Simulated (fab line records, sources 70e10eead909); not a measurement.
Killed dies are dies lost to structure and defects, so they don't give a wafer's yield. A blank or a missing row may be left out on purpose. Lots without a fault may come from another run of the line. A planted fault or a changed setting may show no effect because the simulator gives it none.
A struck lot beside a sound one | flow nand_harc | 31 steps out of a route of 1302
Sound: wafers L476.1, L476.2, L476.4. Struck: wafers L483.1, L483.5. (L483.3 of the same lot was not struck and is left out.) The cause comes at the end.
At each step with rows: each side's tool, then ch and its chambers, then its first start. Under that, the readings that differ: sound wafers | struck wafers | difference of the means | sigmas: that difference in standard deviations of wafers without a fault.
alike: readings whose means differ by less than 2 such deviations, and words and numbers that are the same on both sides. not compared: withheld readings, readings that some wafer has no value for, bounds like >300 that may hide the same value, and numbers for which the record gives no deviation and whose values overlap.
The two part at a step that has a row with sigmas, a row that says differs or no value, or rows on one side only. Numbers that don't overlap but have no deviation are shown without sigmas and don't part them. A reading that every wafer of one side lacks parts them only if that side has two wafers or more.

first, 2 steps without rows for these wafers: NHARC_A_CHANNEL_HOLE_D1_PEB_08 (peb time 65 s); NHARC_A_CHANNEL_HOLE_D1_DEVELOP_09 (develop time 35 s).
NHARC_A_CHANNEL_HOLE_D1_CD_MEAS_10: target cd 100 nm.
  sound on cd_sem-01 ch 0, day 10 05:56; struck on cd_sem-01 ch 0, day 13 07:06
  alike: cd_nm
NHARC_A_CHANNEL_HOLE_D1_OVL_MEAS_11:
  sound on overlay-01, day 10 06:02; struck on overlay-02, day 13 07:11
  alike: overlay_x_nm, overlay_y_nm
NHARC_A_CHANNEL_HOLE_D1_INSPECT_12:
  sound on defect_inspect-01, day 10 06:04; struck on defect_inspect-02, day 13 07:14
  alike: raw_defect_count
then, 2 steps without rows for these wafers: NHARC_A_CHANNEL_HOLE_D1_DESCUM_15 (chemistry O2, time 3 s); NHARC_A_CHANNEL_HOLE_D1_ETCH_38 (etches the open film in CF4, target depth 39 nm, time 65 s).
NHARC_A_CHANNEL_HOLE_D1_ETCH_39: etches the open film in N2/H2, target depth 260 nm, time 325 s.
  sound on rie_diel-04 ch 1,2,3; struck on rie_diel-06 ch 3
  reading            | sound | struck      | difference | sigmas
  mfc_ar_sccm (sccm) | 0 0 0 | 0.037 0.037 | +0.037     | +2
  alike: drypump_motor_current_A, n2_flow_sccm, oes_product_au, rf_vpp_V, showerhead_plenum_p_Torr, throttle_valve_pct
  not compared: rf_hours_counter_h
then, 2 steps without rows for these wafers: NHARC_A_CHANNEL_HOLE_D1_ETCH_34 (etches the open film in CF4/CHF3, target depth 154 nm, time 77 s); NHARC_A_CHANNEL_HOLE_D1_ETCH_16 (etches the open film in O2/COS, target depth 3100 nm, time 806 s).
NHARC_A_CHANNEL_HOLE_D1_CD_MEAS_18:
  sound on cd_sem-02, day 10 07:14; struck on cd_sem-01, day 13 08:24
  alike: cd_nm
then, 1 step without rows for these wafers: NHARC_A_CHANNEL_HOLE_D1_ETCH_19 (etches the open film in C4F8/O2/Ar, time 34.5 s).
NHARC_A_CHANNEL_HOLE_D1_ETCH_20: etches the open film in C4F8/O2/Ar, time 361.9 s, target depth 1600 nm.
  sound on har_etch-02 ch 0,1, day 10 10:33; struck on har_etch-01 ch 1, day 13 15:41
  reading                         | sound          | struck    | difference | sigmas
  showerhead_plenum_p_Torr (Torr) | 3.75 3.68 3.68 | 3.48 3.48 | -0.22      | -2
  alike: c4f8_flow_sccm, drypump_motor_current_A, mfc_ar_sccm, throttle_valve_pct
  not compared: rf_hours_counter_h
NHARC_A_CHANNEL_HOLE_D1_ETCH_21: etches the open film in C4F8/O2/Ar, time 514.3 s, target depth 1600 nm.
  sound on har_etch-02 ch 0,1, day 10 10:52; struck on har_etch-01 ch 1, day 13 15:59
  reading                         | sound          | struck    | difference | sigmas
  showerhead_plenum_p_Torr (Torr) | 3.75 3.68 3.68 | 3.48 3.48 | -0.22      | -2
  alike: c4f8_flow_sccm, drypump_motor_current_A, mfc_ar_sccm, throttle_valve_pct
  not compared: rf_hours_counter_h
then, 3 steps without rows for these wafers: NHARC_A_CHANNEL_HOLE_D1_ETCH_22 (etches the open film in C4F8/O2/Ar, time 666.7 s, target depth 1600 nm); NHARC_A_CHANNEL_HOLE_D1_ETCH_23 (etches the open film in C4F8/O2/Ar, time 819 s, target depth 1600 nm); NHARC_A_CHANNEL_HOLE_D1_ETCH_24 (etches the open film in C4F8/O2/Ar, time 906.2 s, target depth 1500 nm).
NHARC_A_CHANNEL_HOLE_D1_ETCH_25: etches the open film in C4F8/O2/Ar, time 1040.2 s, target depth 1500 nm.
  sound on har_etch-02 ch 0,1, day 10 13:21; struck on har_etch-01 ch 1, day 13 18:27
  reading                         | sound          | struck    | difference | sigmas
  showerhead_plenum_p_Torr (Torr) | 3.75 3.67 3.67 | 3.47 3.47 | -0.23      | -2
  alike: c4f8_flow_sccm, drypump_motor_current_A, mfc_ar_sccm, throttle_valve_pct
  not compared: rf_hours_counter_h
NHARC_A_CHANNEL_HOLE_D1_ETCH_26: etches the open film in C4F8/O2/Ar, time 224.1 s, target depth 300 nm.
  sound on har_etch-02 ch 0,1, day 10 14:14; struck on har_etch-01 ch 1, day 13 19:20
  reading                         | sound          | struck    | difference | sigmas
  showerhead_plenum_p_Torr (Torr) | 3.80 3.72 3.72 | 3.51 3.51 | -0.24      | -2
  alike: c4f8_flow_sccm, drypump_motor_current_A, mfc_ar_sccm, throttle_valve_pct
  not compared: rf_hours_counter_h
then, 5 steps without rows for these wafers: NHARC_A_CHANNEL_HOLE_D1_ETCH_33 (etches the open film in C4F8/O2/Ar, time 90 s, target depth 400 nm); NHARC_A_CHANNEL_HOLE_D1_STRIP_41 (strips in N2/H2); NHARC_A_CHANNEL_HOLE_D1_STRIP_42 (strips in CF4/CHF3); NHARC_A_CHANNEL_HOLE_D1_STRIP_43 (strips in O2/COS); NHARC_A_CHANNEL_HOLE_D1_ETCH_44 (etches the open film in CF4/O2, target depth 140 nm, overetch 14 nm, time 77 s).
NHARC_A_CHANNEL_HOLE_D1_STRIP_27: strips in O2.
  sound on rie_diel-06 ch 0,1,2; struck on rie_diel-09 ch 2,3
  reading                         | sound          | struck    | difference | sigmas
  showerhead_plenum_p_Torr (Torr) | 3.38 3.29 3.50 | 3.61 3.67 | +0.25      | +2
  alike: drypump_motor_current_A, mfc_ar_sccm, oes_product_au, rf_vpp_V, throttle_valve_pct
  not compared: rf_hours_counter_h
then, 2 steps without rows for these wafers: NHARC_A_CHANNEL_HOLE_D1_PRECLEAN_28 (cleans in SC1); NHARC_A_CHANNEL_HOLE_D1_SRD_29.
NHARC_A_CHANNEL_HOLE_D1_CD_MEAS_30:
  sound on cd_sem-03, day 10 15:58; struck on cd_sem-02, day 13 21:10
  alike: cd_nm
NHARC_A_CHANNEL_HOLE_D1_XSEM_31:
  sound on xsem-02 ch 0, day 10 16:04; struck on xsem-02 ch 0
  reading     | sound          | struck | difference                    | sigmas
  bow_nm (nm) | 9.45 9.45 9.45 | - -    | no value on the struck wafers |
  alike: bot_cd_nm, tilt_deg
NHARC_A_CHANNEL_HOLE_D1_INSPECT_40:
  sound on defect_inspect-01, day 10 16:09; struck on defect_inspect-02, day 14 00:18
  alike: raw_defect_count
then, 1 step without rows for these wafers: NHARC_END_SORT_01.

WHERE THEY PART
First at NHARC_A_CHANNEL_HOLE_D1_ETCH_39; last, within this record, at NHARC_A_CHANNEL_HOLE_D1_XSEM_31. Later steps at which nothing parts them and some readings are alike: NHARC_A_CHANNEL_HOLE_D1_INSPECT_40.

WHY: what the simulator had put in
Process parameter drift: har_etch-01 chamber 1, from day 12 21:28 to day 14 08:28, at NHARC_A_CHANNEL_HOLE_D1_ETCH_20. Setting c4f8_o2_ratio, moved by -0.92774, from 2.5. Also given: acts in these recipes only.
